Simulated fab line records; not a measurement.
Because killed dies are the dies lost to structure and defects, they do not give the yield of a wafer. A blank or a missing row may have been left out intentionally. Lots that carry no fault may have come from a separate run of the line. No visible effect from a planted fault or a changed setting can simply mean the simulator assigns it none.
Which tool did it? :: flow n5Finfet :: Sampling: 12 lots, 36 wafers, 5 of 1938 route steps

== WHAT EACH GAUGE READ, for each wafer ==
N5_BEOL_M4_OCD_MEAS_38.
lot: L076
measured: day 8 05:58
on: ocd-02
trenchDepthNm (nm): 56.2 55.9 56.1

lot: L077
measured: day 8 23:57
on: ocd-01
trenchDepthNm (nm): 57.2 56.8 55.6

lot: L080
measured: day 9 08:44
on: ocd-01
trenchDepthNm (nm): 54.5 56.9 56.6

lot: L082
measured: day 9 16:26
on: ocd-02
trenchDepthNm (nm): 55.0 54.7 55.0

lot: L084
measured: day 10 05:34
on: ocd-02
trenchDepthNm (nm): 57.7 55.0 54.5

lot: L085
measured: day 10 23:08
on: ocd-02
trenchDepthNm (nm): 56.5 56.3 56.4

lot: L086
measured: day 11 11:56
on: ocd-02
trenchDepthNm (nm): 56.0 55.6 56.3

lot: L089
measured: day 11 19:13
on: ocd-02
trenchDepthNm (nm): 53.9 54.1 56.8

lot: L091
measured: day 12 04:14
on: ocd-02
trenchDepthNm (nm): 56.0 57.3 55.9

lot: L093
measured: day 12 23:44
on: ocd-02
trenchDepthNm (nm): 56.2 54.4 56.2

lot: L094
measured: day 13 05:24
on: ocd-02
trenchDepthNm (nm): 56.8 55.9 55.1

lot: L097
measured: day 13 22:50
on: ocd-02
trenchDepthNm (nm): 55.6 56.1 55.9

== TOOL THAT RAN EACH LOT (tool first, then ch and the chambers of the sampled wafers, then the start) ==
lot: L076
N5_BEOL_M3_SPUTTER_79: pvdSputter-03, day 7 23:18
N5_BEOL_M3_ANNEAL_93: pvdSputter-03, day 8 00:29
N5_BEOL_M4_PECVD_72: pecvd-04 ch 0,2, day 8 02:04
N5_BEOL_M4_ETCHBACK_99: rieDiel-03 ch 1,2, day 8 05:34

lot: L077
N5_BEOL_M3_SPUTTER_79: pvdSputter-01, day 8 10:51
N5_BEOL_M3_ANNEAL_93: pvdSputter-01, day 8 12:02
N5_BEOL_M4_PECVD_72: pecvd-04 ch 0,2, day 8 13:37
N5_BEOL_M4_ETCHBACK_99: rieDiel-01 ch 0,1,2, day 8 23:33

lot: L080
N5_BEOL_M3_SPUTTER_79: pvdSputter-03, day 9 01:21
N5_BEOL_M3_ANNEAL_93: pvdSputter-03, day 9 02:32
N5_BEOL_M4_PECVD_72: pecvd-03 ch 0,1,2, day 9 04:07
N5_BEOL_M4_ETCHBACK_99: rieDiel-03 ch 0,1, day 9 08:20

lot: L082
N5_BEOL_M3_SPUTTER_79: pvdSputter-01, day 9 09:24
N5_BEOL_M3_ANNEAL_93: pvdSputter-01, day 9 10:35
N5_BEOL_M4_PECVD_72: pecvd-01 ch 0,1, day 9 12:22
N5_BEOL_M4_ETCHBACK_99: rieDiel-01 ch 2,3, day 9 16:02

lot: L084
N5_BEOL_M3_SPUTTER_79: pvdSputter-01, day 9 20:41
N5_BEOL_M3_ANNEAL_93: pvdSputter-01, day 9 21:52
N5_BEOL_M4_PECVD_72: pecvd-04 ch 1,2, day 9 23:32
N5_BEOL_M4_ETCHBACK_99: rieDiel-01 ch 1,3, day 10 05:10

lot: L085
N5_BEOL_M3_SPUTTER_79: pvdSputter-01, day 10 12:28
N5_BEOL_M3_ANNEAL_93: pvdSputter-01, day 10 13:39
N5_BEOL_M4_PECVD_72: pecvd-03 ch 0,2, day 10 15:13
N5_BEOL_M4_ETCHBACK_99: rieDiel-04 ch 1,2, day 10 22:44

lot: L086
N5_BEOL_M3_SPUTTER_79: pvdSputter-01, day 11 02:05
N5_BEOL_M3_ANNEAL_93: pvdSputter-01, day 11 03:16
N5_BEOL_M4_PECVD_72: pecvd-03 ch 0,1, day 11 04:53
N5_BEOL_M4_ETCHBACK_99: rieDiel-04 ch 1,2, day 11 11:32

lot: L089
N5_BEOL_M3_SPUTTER_79: pvdSputter-02, day 11 08:39
N5_BEOL_M3_ANNEAL_93: pvdSputter-02, day 11 09:50
N5_BEOL_M4_PECVD_72: pecvd-01 ch 1,2, day 11 11:24
N5_BEOL_M4_ETCHBACK_99: rieDiel-04 ch 2,3, day 11 18:49

lot: L091
N5_BEOL_M3_SPUTTER_79: pvdSputter-03, day 11 17:22
N5_BEOL_M3_ANNEAL_93: pvdSputter-03, day 11 18:33
N5_BEOL_M4_PECVD_72: pecvd-03 ch 0,1, day 11 20:18
N5_BEOL_M4_ETCHBACK_99: rieDiel-03 ch 1,2,3, day 12 03:50

lot: L093
N5_BEOL_M3_SPUTTER_79: pvdSputter-02, day 12 14:44
N5_BEOL_M3_ANNEAL_93: pvdSputter-02, day 12 15:55
N5_BEOL_M4_PECVD_72: pecvd-03 ch 0,2, day 12 17:48
N5_BEOL_M4_ETCHBACK_99: rieDiel-01 ch 0,1,2, day 12 23:20

lot: L094
N5_BEOL_M3_SPUTTER_79: pvdSputter-03, day 12 21:14
N5_BEOL_M3_ANNEAL_93: pvdSputter-03, day 12 22:25
N5_BEOL_M4_PECVD_72: pecvd-03 ch 0,1,2, day 13 00:05
N5_BEOL_M4_ETCHBACK_99: rieDiel-03 ch 1,2,3, day 13 05:01

lot: L097
N5_BEOL_M3_SPUTTER_79: pvdSputter-03, day 13 15:08
N5_BEOL_M3_ANNEAL_93: pvdSputter-03, day 13 16:19
N5_BEOL_M4_PECVD_72: pecvd-04 ch 0,1,2, day 13 17:53
N5_BEOL_M4_ETCHBACK_99: rieDiel-04 ch 0,1,2, day 13 22:26
- N5_BEOL_M3_SPUTTER_79: material Cu, target thk 4.5 nm, time 8.29 s.
- N5_BEOL_M3_ANNEAL_93: time 240 s.
- N5_BEOL_M4_PECVD_72: deposits SiO2 from TEOS/O2, target thk 16 nm, time 18 s.
- N5_BEOL_M4_ETCHBACK_99: etches SiO2 in CHF3, target depth 5 nm, time 10.4 s.

== THE ANSWER, worked out from the rows above alone ==
Rule: what is usual is taken from the lots themselves. The widest of any qualifying gaps counts: lots, ordered by their means at a reading, are off when they make up no more than a third of the lots, leave a main group of 4 or more, and stand apart from it by 3 or more times the standard deviation of that group's means. A main group is skipped when, at the precision printed for the reading in the tables above, its means are all equal. A lot without any number at a reading at which 4 lots or more have one is off too. The other lots that the step has rows for count as sound.
No lot is off on any of the readings shown, so nothing can be concluded from this.

== WHAT THE SIMULATOR PUT IN ==
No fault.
